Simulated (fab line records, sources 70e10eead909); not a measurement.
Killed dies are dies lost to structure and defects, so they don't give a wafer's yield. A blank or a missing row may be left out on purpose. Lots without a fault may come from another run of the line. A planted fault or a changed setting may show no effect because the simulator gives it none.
Which tool did it? | flow nand_harc | 11 lots, 33 wafers sampled, at 6 steps of a route of 1159

WHAT THE GAUGES READ, wafer by wafer
NHARC_P_GATE_CD_MEAS_26: target cd 120 nm. Usual: cd_nm 119.6 nm, standard deviation 0.59.
lot  | measured     | on        | cd_nm (nm)        | flag
L355 | day 5 05:31  | cd_sem-02 | 120.4 120.4 119.2 |
L360 | day 6 06:44  | cd_sem-03 | 119.8 119.8 119.0 |
L362 | day 6 20:44  | cd_sem-03 | 118.9 118.8 119.2 |
L364 | day 8 01:15  | cd_sem-02 | 119.7 119.9 120.4 |
L365 | day 8 01:50  | cd_sem-03 | 103.4 102.8 102.4 | OFF
L366 | day 8 01:20  | cd_sem-03 | 120.6 120.0 119.8 |
L368 | day 8 14:11  | cd_sem-03 | 119.4 120.4 119.5 |
L367 | day 8 13:32  | cd_sem-01 | 119.9 120.1 120.0 |
L374 | day 9 19:17  | cd_sem-03 | 119.9 119.4 119.7 |
L373 | day 9 18:58  | cd_sem-02 | 119.6 119.7 120.1 |
L375 | day 10 04:48 | cd_sem-01 | 118.6 118.8 119.7 |

NHARC_END_SORT_01. Usual: killed_at_array 29, standard deviation 11; killed_at_other 0.7, standard deviation 1.1; killed_at_periphery 2.9, standard deviation 2.2; killed_dies 33, standard deviation 11; killed_open 3.1, standard deviation 1.8; killed_short 1.9, standard deviation 1.4.
lot  | measured     | on        | killed_at_array | killed_at_other | killed_at_periphery | killed_dies | killed_open | killed_short | flag
L365 | day 22 02:40 | prober-01 | 18 19 29        | 0 0 0           | 37 52 74            | 55 71 103   | 2 5 2       | 1 1 2        | OFF

WHICH TOOL RAN EACH LOT (tool, then ch and the chambers of the sampled wafers, then the start)
lot  | NHARC_P_STI_ETCH_15             | NHARC_P_GATE_DEP_103           | NHARC_P_GATE_EXPOSE_23             | NHARC_P_GATE_HM_OPEN_105
L355 | rie_si-03 ch 0,1,2, day 2 22:00 | pecvd-01 ch 1,2, day 5 04:50   | arfi_scanner-02 ch 0, day 5 05:22  | rie_diel-09 ch 1,3, no start
L360 | rie_si-02 ch 0,1,2, day 4 02:48 | pecvd-04 ch 0,1, day 6 06:01   | arfi_scanner-02 ch 0, day 6 06:35  | rie_diel-11 ch 1,2,3, no start
L362 | rie_si-02 ch 1,2, day 4 23:21   | pecvd-04 ch 0,1, day 6 20:06   | arfi_scanner-01 ch 0, day 6 20:36  | rie_diel-06 ch 1,2, no start
L364 | rie_si-03 ch 0,2,3, day 5 06:43 | pecvd-01 ch 0,1,2, day 8 00:46 | arfi_scanner-02 ch 0, day 8 01:07  | rie_diel-06 ch 1,2,3, no start
L365 | rie_si-01 ch 0,1,2, day 5 11:43 | pecvd-01 ch 1,2, day 8 01:18   | arfi_scanner-02 ch 0, day 8 01:42  | rie_diel-06 ch 0,1,3, day 22 02:40 or earlier
L366 | rie_si-03 ch 0,1,3, day 5 17:51 | pecvd-04 ch 1,2, day 8 00:47   | arfi_scanner-02 ch 0, day 8 01:11  | rie_diel-09 ch 0,1,2, no start
L368 | rie_si-02 ch 0,1,3, day 6 03:02 | pecvd-01 ch 0,1,2, day 8 13:32 | arfi_scanner-03 ch 0, day 8 14:02  | rie_diel-06 ch 0,1,2, no start
L367 | rie_si-03 ch 0,3, day 6 03:04   | pecvd-03 ch 0,2, day 8 12:53   | arfi_scanner-01 ch 0, day 8 13:23  | rie_diel-09 ch 0,2,3, no start
L374 | rie_si-01 ch 0,3, day 7 14:19   | pecvd-01 ch 0,1,2, day 9 18:47 | arfi_scanner-01 ch 0, day 9 19:09  | rie_diel-11 ch 1,2,3, no start
L373 | rie_si-02 ch 0,3, day 7 14:26   | pecvd-03 ch 1,2, day 9 18:26   | arfi_scanner-01 ch 0, day 9 18:49  | rie_diel-06 ch 1,2, no start
L375 | rie_si-02 ch 1,2, day 7 23:27   | pecvd-03 ch 0,2, day 10 04:10  | arfi_scanner-02 ch 0, day 10 04:40 | rie_diel-11 ch 0,1, no start
- NHARC_P_STI_ETCH_15: etches the open film in HBr/Cl2, target depth 300 nm, time 100.1 s.
- NHARC_P_GATE_DEP_103: deposits SiON, target thk 30 nm.
- NHARC_P_GATE_EXPOSE_23: exposes mask P GATE, target cd 120 nm.
- NHARC_P_GATE_HM_OPEN_105: chemistry O2/COS, target depth 360 nm.

WHAT THE TOOLS THEMSELVES READ (means of the sampled wafers that have a number; where no wafer has one, the mark that the record gives instead)
NHARC_P_STI_ETCH_15. Usual: chamber_pressure_mTorr 15.002 mTorr, standard deviation 0.014; drypump_motor_current_A 5.9 A, standard deviation 0.46; mfc_cl2_sccm 50.01 sccm, standard deviation 0.16; oes_product_au 0.999 a.u., standard deviation 0.011; rf_fwd_power_W 397.2 W, standard deviation 1.5; throttle_valve_pct 26.406 %, standard deviation 0.009.
lot  | tool      | chamber_pressure_mTorr (mTorr) | drypump_motor_current_A (A) | mfc_cl2_sccm (sccm) | oes_product_au (a.u.) | rf_fwd_power_W (W) | throttle_valve_pct (%) | flag
L355 | rie_si-03 | 15.004                         | 5.8                         | 50.09               | 0.995                 | 396.9              | 26.404                 |
L360 | rie_si-02 | 15.014                         | 6.2                         | 50.08               | 1.004                 | 397.2              | 26.408                 |
L362 | rie_si-02 | 14.996                         | 6.0                         | 49.95               | 1.019                 | 397.8              | 26.411                 |
L364 | rie_si-03 | 15.014                         | 6.2                         | 50.10               | 0.999                 | 395.7              | 26.403                 |
L365 | rie_si-01 | 14.998                         | 5.9                         | 50.00               | 0.989                 | 397.0              | 26.401                 |
L366 | rie_si-03 | 15.003                         | 5.9                         | 49.99               | 1.000                 | 397.2              | 26.402                 |
L368 | rie_si-02 | 14.995                         | 6.0                         | 49.95               | 0.995                 | 397.0              | 26.408                 |
L367 | rie_si-03 | 14.986                         | 6.4                         | 50.02               | 0.994                 | 397.5              | 26.403                 |
L374 | rie_si-01 | 15.018                         | 6.0                         | 50.06               | 1.001                 | 397.6              | 26.403                 |
L373 | rie_si-02 | 14.994                         | 5.8                         | 50.08               | 0.993                 | 395.4              | 26.406                 |
L375 | rie_si-02 | 15.001                         | 6.0                         | 49.95               | 1.015                 | 397.8              | 26.416                 |

NHARC_P_GATE_DEP_103. Usual: heater_power_w 759 W, standard deviation 110; rf_fwd_power_W 348.7 W, standard deviation 1.3.
lot  | tool     | heater_power_w (W) | rf_fwd_power_W (W) | flag
L355 | pecvd-01 | 685                | 349.6              |
L360 | pecvd-04 | 718                | 348.7              |
L362 | pecvd-04 | 700                | 348.7              |
L364 | pecvd-01 | 769                | 348.1              |
L365 | pecvd-01 | 704                | 347.8              |
L366 | pecvd-04 | 831                | 348.5              |
L368 | pecvd-01 | 751                | 348.1              |
L367 | pecvd-03 | 774                | 348.5              |
L374 | pecvd-01 | 748                | 349.1              |
L373 | pecvd-03 | 803                | 350.2              |
L375 | pecvd-03 | 733                | 348.0              |

NHARC_P_GATE_EXPOSE_23. Usual: focus_offset_nm -0.1 nm, standard deviation 0.56.
lot  | tool            | focus_offset_nm (nm) | flag
L355 | arfi_scanner-02 | 0.3                  |
L360 | arfi_scanner-02 | 0.5                  |
L362 | arfi_scanner-01 | -0.3                 |
L364 | arfi_scanner-02 | -0.5                 |
L365 | arfi_scanner-02 | 0.2                  |
L366 | arfi_scanner-02 | -0.5                 |
L368 | arfi_scanner-03 | -0.3                 |
L367 | arfi_scanner-01 | 0.2                  |
L374 | arfi_scanner-01 | 0.2                  |
L373 | arfi_scanner-01 | -0.4                 |
L375 | arfi_scanner-02 | 0.2                  |

NHARC_P_GATE_HM_OPEN_105. Usual: chamber_pressure_mTorr 19.999 mTorr, standard deviation 0.017; drypump_motor_current_A 5.7 A, standard deviation 0.43; o2_flow_sccm 400.1 sccm, standard deviation 1.1; oes_product_au 0.996 a.u., standard deviation 0.0075; rf_fwd_power_W 498.0 W, standard deviation 1.6; rf_vpp_V 467 V, standard deviation 3.3; showerhead_plenum_p_Torr 3.13 Torr, standard deviation 0.15; throttle_valve_pct 28.329 %, standard deviation 0.0091.
lot  | tool        | chamber_pressure_mTorr (mTorr) | drypump_motor_current_A (A) | o2_flow_sccm (sccm) | oes_product_au (a.u.) | rf_fwd_power_W (W) | rf_vpp_V (V) | showerhead_plenum_p_Torr (Torr) | throttle_valve_pct (%) | flag
L355 | rie_diel-09 | 20.020                         | 5.4                         | 400.3               | 1.002                 | 498.3              | 467          | 3.07                            | 28.324                 |
L360 | rie_diel-11 | 19.988                         | 5.8                         | 399.5               | 0.998                 | 498.5              | 466          | 3.04                            | 28.329                 |
L362 | rie_diel-06 | 20.004                         | 5.4                         | 400.7               | 0.995                 | 497.2              | 470          | 3.28                            | 28.339                 |
L364 | rie_diel-06 | 19.994                         | 5.7                         | 399.0               | 0.993                 | 498.2              | 469          | 3.20                            | 28.324                 |
L365 | rie_diel-06 | 20.006                         | 5.8                         | 400.4               | 0.990                 | 499.1              | 466          | 3.06                            | 28.322                 |
L366 | rie_diel-09 | 19.994                         | 5.2                         | 400.0               | 1.002                 | 496.9              | 467          | 3.16                            | 28.326                 |
L368 | rie_diel-06 | 20.005                         | 5.4                         | 400.7               | 0.994                 | 498.4              | 467          | 3.13                            | 28.333                 |
L367 | rie_diel-09 | 19.998                         | 5.5                         | 398.9               | 0.996                 | 497.4              | 466          | 3.06                            | 28.329                 |
L374 | rie_diel-11 | 20.001                         | 5.8                         | 400.3               | 0.996                 | 496.8              | 468          | 3.19                            | 28.324                 |
L373 | rie_diel-06 | 19.990                         | 5.4                         | 399.8               | 1.005                 | 498.2              | 471          | 3.27                            | 28.327                 |
L375 | rie_diel-11 | 19.994                         | 6.3                         | 400.8               | 0.989                 | 496.2              | 469          | 3.24                            | 28.338                 |

THE ANSWER, worked out from the rows above alone
Rule: a lot is off if the mean of its wafers that have a number lies more than 3 standard deviations from the usual mean. A lot without any number at a reading at which 4 lots or more have one is off too. The other lots that the step has rows for count as sound. The gauges are gone through in route order, then the tools' own readings, and for those a lot's mean is taken as printed above. The first step at which some lot is off is used, and at that step the reading that is off furthest; a lot without a number counts as furthest.
Off: L365, at NHARC_P_GATE_CD_MEAS_26 (cd_nm).
A tool fits if, at a process step before that reading, it ran every lot that is off, and no sound lot after the first of them. The gauges at NHARC_P_GATE_CD_MEAS_26 aren't tried: what is off there is off at NHARC_END_SORT_01 too, on other tools, and a gauge's error can't cause that. None of those tried fits.

WHAT THE SIMULATOR HAD PUT IN
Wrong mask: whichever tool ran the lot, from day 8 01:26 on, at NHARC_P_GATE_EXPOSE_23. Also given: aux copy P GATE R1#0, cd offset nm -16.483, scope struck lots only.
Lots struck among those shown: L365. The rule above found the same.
